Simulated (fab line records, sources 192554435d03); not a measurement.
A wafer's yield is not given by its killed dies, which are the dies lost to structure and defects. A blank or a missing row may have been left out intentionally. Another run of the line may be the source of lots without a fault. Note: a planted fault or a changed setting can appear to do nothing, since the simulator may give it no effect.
fab line records	flow n5Finfet
[record] lots = 14	wafers = 42	lastDay = 17
route steps=1938 shown MOL_CONTACT_COAG@578
lots that met no fault: taken from a fault-free run of the same line
startH: hours from the record's first day to the start of the lot's first wafer shown	waitH: hours elapsed since this lot's preceding step	" the same as in the row above	L1.1+2: a row that stands for several wafers	- no value, or no start was given	* or withheld: withheld	< > ~ a bound
route shown NAME@n: names a module that has steps shown in the file, with the first one's number in the route	usual: average and standard deviation across the fault-free wafers	same: alike in all rows	chamber/n: place in a boat	sites: the reading at each site	_std_site: standard deviation of those values	_edge_site: the outer-site mean with the inner-site mean subtracted	radiusMm: how far each site lies from the wafer's centre	mask NAME#n: copy n	behind: tool/chamber where the wafer was last shaped	hold: cause of the lot's hold/its duration in hours/its outcome	device: which transistor (n, p or np) failed to switch	end of line: at the end of the route, the tests of the same wafers	a step given without rows: its recipe and nothing more	killed: count of dies lost to structure and defects at first sort (not the wafer's yield)	map: dies across one wafer; x = killed, . = not, _ = none there
set.NAME: the setting that was run; set.NAME@STEP: the one run at that earlier step	model.NAME: the simulator's own value behind a step, which no gauge read
one table for each step of the route and one row for each wafer, over a sample of lots
services: a tool's chamber out of use, with start hour (startH, from the record's first day; less than 0 if before it), hours out, and reason
[[steps]]
[step N5_MOL_CONTACT_COAG_ETCH_90]
[recipe] chemistry = CF4	target = SiARC	targetDepthA = 130	maskMaterial = CAR-EUV	timeS = 21.7	ionEnergyEv = 80	pressureMtorr = 40	sourceW = 545	biasW = 36	Ar_flow_sccm = 100	cf4FlowSccm = 100	ends = cleared
[usual] cf4FlowSccm = 100.0/0.32	drypumpMotorCurrentA = 5.8/0.42	etchRfOnTimeS = 21.6/0.36	oesProductAu = 0.66/0.067	rfVppV = 183.9/1.1	showerheadPlenumPTorr = 2.13/0.056	throttleValvePct = 15.59/0.26
lot.wafer	tool	chamber	startH	waitH	cf4FlowSccm	drypumpMotorCurrentA	etchRfOnTimeS	oesProductAu	rfHoursCounterH	rfVppV	showerheadPlenumPTorr	throttleValvePct
L677.1	rieDiel-04	1	100.99	0.0	100.1	5.6	21.8	0.60	208	185.4	2.20	15.64
L677.4	"	3	"	"	100.0	6.2	21.2	0.71	68	183.9	2.08	15.22
L677.5	"	0	"	"	100.7	5.7	21.6	0.73	-	182.9	2.08	15.72
L679.1	rieDiel-04	0	114.08	0.0	99.9	5.7	21.2	0.73	64	183.8	2.08	15.74
L679.5	"	2	"	"	100.4	4.9	22.1	0.62	-	182.4	2.06	15.38
L679.6	"	3	"	"	100.2	6.2	21.1	0.71	-	184.4	2.08	15.22
L681.1	rieDiel-01	0	119.76	0.0	99.9	5.6	21.5	0.65	149	183.8	2.15	15.39
L681.3	"	2	"	"	100.1	6.4	21.4	0.67	123	184.3	2.15	16.00
L681.6	"	2	"	"	99.8	6.5	21.4	0.68	-	182.7	2.15	16.00
L682.1	rieDiel-04	2	130.33	0.0	100.0	5.0	22.0	0.61	180	182.6	2.06	15.39
L682.2	"	3	"	"	99.9	6.2	21.1	0.69	82	183.1	2.08	15.24
L682.4	"	1	"	"	99.9	5.6	21.5	0.59	222	184.7	2.20	15.69
L683.3	rieDiel-01	0	134.60	0.0	99.6	5.6	21.3	0.66	157	186.3	2.15	15.41
L683.4	"	1	"	"	99.7	5.9	21.4	0.74	62	184.3	2.18	15.59
L683.5	"	3	"	"	100.5	6.4	21.2	0.84	-	184.9	2.27	15.25
L684.2	rieDiel-03	2	139.86	0.0	100.1	6.0	21.7	0.67	102	185.3	2.16	15.46
L684.5	"	3	"	"	99.8	5.2	21.8	0.60	-	185.2	2.21	15.87
L684.6	"	0	"	"	100.5	6.1	21.3	0.79	-	184.0	2.10	15.26
L685.2	rieDiel-01	1	151.89	0.0	99.9	6.0	21.5	0.73	70	183.9	2.17	15.62
L685.3	"	2	"	"	99.9	6.5	21.4	0.67	138	182.8	2.15	16.03
L685.6	"	2	"	"	100.3	6.4	21.2	0.67	-	184.2	2.15	16.03
L687.1	rieDiel-03	0	162.57	0.0	99.5	6.1	21.2	0.78	25	182.7	2.10	15.27
L687.5	"	3	"	"	99.5	5.2	22.2	0.59	-	185.0	2.20	15.89
L687.6	"	0	"	"	99.9	6.1	21.7	0.77	-	183.1	2.10	15.28
L688.3	rieDiel-01	2	167.71	0.0	99.7	6.4	21.2	0.66	145	183.4	2.14	16.03
L688.5	"	1	"	"	99.9	6.0	21.4	0.73	-	183.6	2.17	15.62
L688.6	"	0	"	"	99.7	5.7	21.5	0.64	-	184.4	2.15	15.42
L689.1	rieDiel-04	2	171.19	0.0	99.8	4.9	22.4	0.61	195	182.7	2.05	15.41
L689.2	"	0	"	"	99.9	5.7	21.6	0.70	87	181.9	2.07	15.78
L689.6	"	0	"	"	100.1	5.7	21.6	0.70	-	183.2	2.07	15.79
L690.1	rieDiel-04	0	176.32	0.0	100.2	5.7	21.4	0.70	89	183.8	2.07	15.79
L690.3	"	3	"	"	99.4	6.2	21.3	0.68	99	184.3	2.07	15.29
L690.4	"	2	"	"	99.7	4.9	22.4	0.60	198	184.0	2.05	15.43
L695.1	rieDiel-04	2	207.20	0.0	100.3	4.9	22.4	0.60	210	182.6	2.05	15.43
L695.2	"	3	"	"	99.8	6.2	21.4	0.67	111	183.4	2.07	15.28
L695.5	"	3	"	"	99.9	6.2	21.4	0.67	-	183.7	2.07	15.30
L697.1	rieDiel-03	2	218.47	0.0	99.7	6.0	22.2	0.64	128	184.9	2.15	15.50
L697.3	"	3	"	"	99.8	5.2	22.4	0.57	248	183.7	2.20	15.92
L697.5	"	1	"	"	101.0	5.8	22.1	0.57	-	184.2	2.11	15.92
L699.2	rieDiel-01	1	228.93	0.0	100.0	6.0	21.8	0.70	103	184.8	2.16	15.68
L699.4	"	2	"	"	99.8	6.5	21.6	0.64	170	183.3	2.14	16.10
L699.6	"	1	"	"	100.1	6.0	21.8	0.70	-	184.8	2.16	15.67
[step N5_MOL_CONTACT_COAG_STRIP_96]
[recipe] chemistry = N2/H2	powerW = 500	tempC = 40	pressureMtorr = 50	rfFrequencyHz = 6e+07	overashFraction = 0.3	biasPowerW = 28	h2Frac = 0.5	n2FlowSccm = 300	h2FlowSccm = 300
[usual] drypumpMotorCurrentA = 5.9/0.45	oesProductAu = 0.79/0.074	powerW = 500.3/1.6	rfVppV = 121.8/1.1	showerheadPlenumPTorr = 3.33/0.092	throttleValvePct = 18.8/0.4
lot.wafer	tool	chamber	startH	waitH	drypumpMotorCurrentA	oesProductAu	powerW	rfHoursCounterH	rfVppV	showerheadPlenumPTorr	throttleValvePct
L677.1	rieDiel-01	3	101.49	0.0	6.4	0.69	499.4	249	119.5	3.17	18.9
L677.4	"	1	"	"	6.0	0.89	498.3	44	120.2	3.41	19.0
L677.5	"	1	"	"	6.0	0.90	499.9	-	123.5	3.41	19.0
L679.1	rieDiel-01	2	114.85	0.0	6.5	0.79	503.3	119	122.3	3.37	19.3
L679.5	"	0	"	"	5.7	0.76	500.2	-	122.6	3.36	18.4
L679.6	"	1	"	"	6.0	0.88	501.9	-	120.7	3.41	19.1
L681.1	rieDiel-01	1	120.28	0.0	6.0	0.88	496.8	54	124.1	3.41	19.1
L681.3	"	0	"	"	5.7	0.76	500.5	150	122.2	3.36	18.4
L681.6	"	1	"	"	6.0	0.88	500.3	-	122.2	3.41	19.1
L682.1	rieDiel-01	1	130.85	0.0	6.0	0.88	499.1	60	122.7	3.40	19.1
L682.2	"	0	"	"	5.7	0.76	501.2	155	123.0	3.36	18.4
L682.4	"	2	"	"	6.4	0.79	501.3	128	121.2	3.36	19.3
L683.3	rieDiel-01	0	135.11	0.0	5.6	0.76	503.5	158	122.4	3.36	18.4
L683.4	"	3	"	"	6.4	0.97	502.2	7	122.4	3.57	18.5
L683.5	"	2	"	"	6.4	0.78	502.0	-	121.2	3.36	19.3
L684.2	rieDiel-01	2	140.38	0.0	6.5	0.78	501.7	132	123.4	3.36	19.3
L684.5	"	3	"	"	6.4	0.96	500.4	-	121.9	3.57	18.5
L684.6	"	2	"	"	6.4	0.77	499.3	-	121.7	3.36	19.3
L685.2	rieDiel-04	0	152.40	0.0	5.7	0.83	499.0	80	123.3	3.26	19.2
L685.3	"	3	"	"	6.2	0.80	503.3	90	122.8	3.26	18.2
L685.6	"	3	"	"	6.2	0.81	501.0	-	121.8	3.26	18.2
L687.1	rieDiel-01	2	163.54	0.0	6.4	0.77	500.5	143	123.0	3.35	19.3
L687.5	"	2	"	"	6.5	0.77	498.4	-	123.5	3.35	19.3
L687.6	"	0	"	"	5.7	0.74	499.9	-	121.1	3.35	18.4
L688.3	rieDiel-01	2	168.40	0.0	6.5	0.76	499.9	145	124.0	3.35	19.3
L688.5	"	2	"	"	6.4	0.76	498.9	-	121.0	3.35	19.3
L688.6	"	0	"	"	5.7	0.74	501.3	-	122.3	3.35	18.4
L689.1	rieDiel-04	2	171.73	0.0	4.9	0.70	501.6	195	120.9	3.21	18.6
L689.2	"	3	"	"	6.2	0.79	498.9	97	121.4	3.26	18.2
L689.6	"	0	"	"	5.7	0.82	500.2	-	121.3	3.25	19.2
L690.1	rieDiel-04	3	177.44	0.0	6.2	0.79	501.4	100	121.3	3.25	18.2
L690.3	"	1	"	"	5.6	0.67	501.8	239	123.0	3.44	19.0
L690.4	"	2	"	"	4.9	0.71	498.7	198	121.7	3.20	18.6
L695.1	rieDiel-01	1	207.68	0.0	6.0	0.84	499.0	95	122.9	3.38	19.1
L695.2	"	2	"	"	6.4	0.76	500.0	163	121.1	3.34	19.3
L695.5	"	0	"	"	5.7	0.73	501.1	-	123.1	3.34	18.5
L697.1	rieDiel-04	3	219.27	0.0	6.2	0.78	500.9	117	120.1	3.25	18.2
L697.3	"	0	"	"	5.7	0.80	498.9	108	122.1	3.24	19.3
L697.5	"	2	"	"	5.0	0.70	500.9	-	123.6	3.20	18.6
L699.2	rieDiel-04	3	229.74	0.0	6.3	0.77	500.7	122	121.4	3.24	18.2
L699.4	"	2	"	"	5.0	0.69	498.9	-	120.1	3.19	18.6
L699.6	"	3	"	"	6.2	0.78	499.7	-	121.2	3.24	18.2
[step N5_MOL_CONTACT_COAG_EXPOSE_37]
[recipe] maskId = VD	na = 0.33	sourceShape = annular	sigmaInner = 0.3	sigmaOuter = 0.7	polarization = unpolarized	defocusNm = 0	doseMj = 62
[usual] exposureDoseMJCm2 = 62.8/0.74	focusOffsetNm = -0.1/0.5
lot.wafer	tool	chamber	startH	waitH	mask	exposureDoseMJCm2	focusOffsetNm
L677.1	euvScanner-02	0	101.94	-	VD#0	62.0	-0.1
L677.4	"	0	"	"	VD#0	61.9	0.6
L677.5	"	0	"	"	VD#0	62.0	-0.5
L679.1	euvScanner-02	0	115.42	-	VD#0	61.9	0.5
L679.5	"	0	"	"	VD#0	62.0	-0.4
L679.6	"	0	"	"	VD#0	61.9	-0.3
L681.1	euvScanner-02	0	120.85	-	VD#0	62.0	0.6
L681.3	"	0	"	"	VD#0	61.9	0.0
L681.6	"	0	"	"	VD#0	61.9	-0.2
L682.1	euvScanner-01	0	131.41	-	VD#0	63.5	0.1
L682.2	"	0	"	"	VD#0	63.5	-0.5
L682.4	"	0	"	"	VD#0	63.5	0.3
L683.3	euvScanner-01	0	135.72	-	VD#0	63.4	-0.1
L683.4	"	0	"	"	VD#0	63.4	-0.6
L683.5	"	0	"	"	VD#0	63.5	-0.3
L684.2	euvScanner-01	0	140.83	-	VD#0	63.4	0.0
L684.5	"	0	"	"	VD#0	63.5	0.1
L684.6	"	0	"	"	VD#0	63.4	0.0
L685.2	euvScanner-02	0	153.01	-	VD#0	61.9	0.0
L685.3	"	0	"	"	VD#0	61.9	-0.3
L685.6	"	0	"	"	VD#0	62.0	-0.4
L687.1	euvScanner-02	-	163.98	-	VD#0	-	-
L687.5	"	-	"	"	VD#0	-	-
L687.6	"	-	"	"	VD#0	-	-
L688.3	euvScanner-01	-	168.98	-	VD#0	-	-
L688.5	"	-	"	"	VD#0	-	-
L688.6	"	-	"	"	VD#0	-	-
L689.1	euvScanner-02	0	172.30	-	VD#0	62.0	-1.1
L689.2	"	0	"	"	VD#0	62.0	-0.3
L689.6	"	0	"	"	VD#0	62.1	-0.9
L690.1	euvScanner-01	0	178.00	-	VD#0	63.4	0.1
L690.3	"	0	"	"	VD#0	63.4	-0.1
L690.4	"	0	"	"	VD#0	63.4	-0.3
L695.1	euvScanner-01	0	208.25	-	VD#0	63.4	0.5
L695.2	"	0	"	"	VD#0	63.4	-0.7
L695.5	"	0	"	"	VD#0	63.5	0.4
L697.1	euvScanner-01	0	219.77	-	VD#0	63.5	0.4
L697.3	"	0	"	"	VD#0	63.5	0.8
L697.5	"	0	"	"	VD#0	63.5	0.5
L699.2	euvScanner-01	0	230.19	-	VD#0	63.4	0.6
L699.4	"	0	"	"	VD#0	63.5	-0.3
L699.6	"	0	"	"	VD#0	63.4	-1.1
[step N5_MOL_CONTACT_COAG_CD_MEAS_40]
[recipe] targetCdNm = 25.1	landingEnergyEv = 500	detector = seInlens	polarity = opening
[usual] cdNm = 25.12/0.22
lot.wafer	tool	chamber	startH	waitH	cdNm
L677.1	cdSem-02	0	102.08	-	25.24
L677.4	"	0	"	"	24.80
L677.5	"	0	"	"	25.02
L679.1	cdSem-03	0	115.56	-	25.17
L679.5	"	0	"	"	25.08
L679.6	"	0	"	"	25.27
L681.1	cdSem-02	0	120.99	-	25.20
L681.3	"	0	"	"	24.77
L681.6	"	0	"	"	25.18
L682.1	cdSem-03	0	131.56	-	25.19
L682.2	"	0	"	"	25.25
L682.4	"	0	"	"	25.30
L683.3	cdSem-01	0	135.85	-	25.16
L683.4	"	0	"	"	25.00
L683.5	"	0	"	"	24.99
L684.2	cdSem-02	0	140.97	-	25.29
L684.5	"	0	"	"	25.38
L684.6	"	0	"	"	25.12
L685.2	cdSem-01	0	153.15	-	25.07
L685.3	"	0	"	"	25.09
L685.6	"	0	"	"	25.31
L687.1	cdSem-02	0	164.13	-	-
L687.5	"	0	"	"	-
L687.6	"	0	"	"	-
L688.3	cdSem-02	0	169.11	-	-
L688.5	"	0	"	"	-
L688.6	"	0	"	"	-
L689.1	cdSem-01	0	172.44	-	25.05
L689.2	"	0	"	"	24.88
L689.6	"	0	"	"	24.77
L690.1	cdSem-03	0	178.15	-	25.43
L690.3	"	0	"	"	25.21
L690.4	"	0	"	"	25.18
L695.1	cdSem-02	0	208.40	-	25.10
L695.2	"	0	"	"	24.89
L695.5	"	0	"	"	25.19
L697.1	cdSem-01	0	219.92	-	25.07
L697.3	"	0	"	"	25.10
L697.5	"	0	"	"	24.89
L699.2	cdSem-03	0	230.33	-	25.26
L699.4	"	0	"	"	25.22
L699.6	"	0	"	"	25.74
[[services]]
tool	chamber	startH	hours	kind
rieDiel-01	3	104.27	-	clean
rieDiel-01	3	104.27	-	consumableReplace:focusRing
rieDiel-01	3	104.27	-	consumableReplace:showerhead
rieDiel-01	3	104.27	16.1	scheduledDown
rieDiel-01	3	104.27	16.1	ventCycle
rieDiel-03	-	109.52	28.1	pm
euvScanner-01	-	111.16	1.0	pm
euvScanner-02	-	125.75	1.0	pm
euvScanner-02	-	140.81	4.6	pm
rieDiel-01	0	143.31	8.5	repair
rieDiel-01	3	144.31	29.9	repair
euvScanner-02	-	153.25	5.8	pm
rieDiel-03	2	156.59	4.1	repair
euvScanner-01	-	167.31	1.0	pm
euvScanner-02	-	177.38	1.3	repair
rieDiel-01	3	179.40	9.7	repair
euvScanner-02	-	181.90	1.0	pm
rieDiel-01	3	189.25	4.4	repair
rieDiel-04	1	204.31	-	clean
rieDiel-04	1	204.31	-	consumableReplace:focusRing
rieDiel-04	1	204.31	27.6	scheduledDown
euvScanner-01	-	208.50	4.6	pm
rieDiel-01	3	218.62	7.3	repair
euvScanner-01	-	223.51	1.0	pm
[[key]]
[firstSign] step = N5_MOL_CONTACT_COAG_EXPOSE_37	reading = toolRecord	direction = missing
effect none on later readings
metAt N5_MOL_CONTACT_COAG_EXPOSE_37
struckLots L687,L688
laterRowsLeftOut L687.1,L687.5,L687.6,L688.3,L688.5,L688.6
sortLeftOut L687.1,L687.5,L687.6,L688.3,L688.5,L688.6
notActingAt N5_MOL_CONTACT_COAG_ETCH_90,N5_MOL_CONTACT_COAG_STRIP_96,N5_MOL_CONTACT_COAG_CD_MEAS_40
onsetBetween 153.01 163.98
[fault] kind = skippedStepWhole	tool = euvScanner-01,euvScanner-02	chamber = -	onsetH = 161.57	steps = N5_MOL_CONTACT_COAG_EXPOSE_37	scope = struckLotsOnly
// sortLeftOut: the simulated sort isn't trusted on such a fault, so these wafers' sort isn't shown, and their yield isn't known
// laterRowsLeftOut: the simulator's readings of these wafers behind a module that went badly wrong aren't trusted and aren't shown, but for the sort
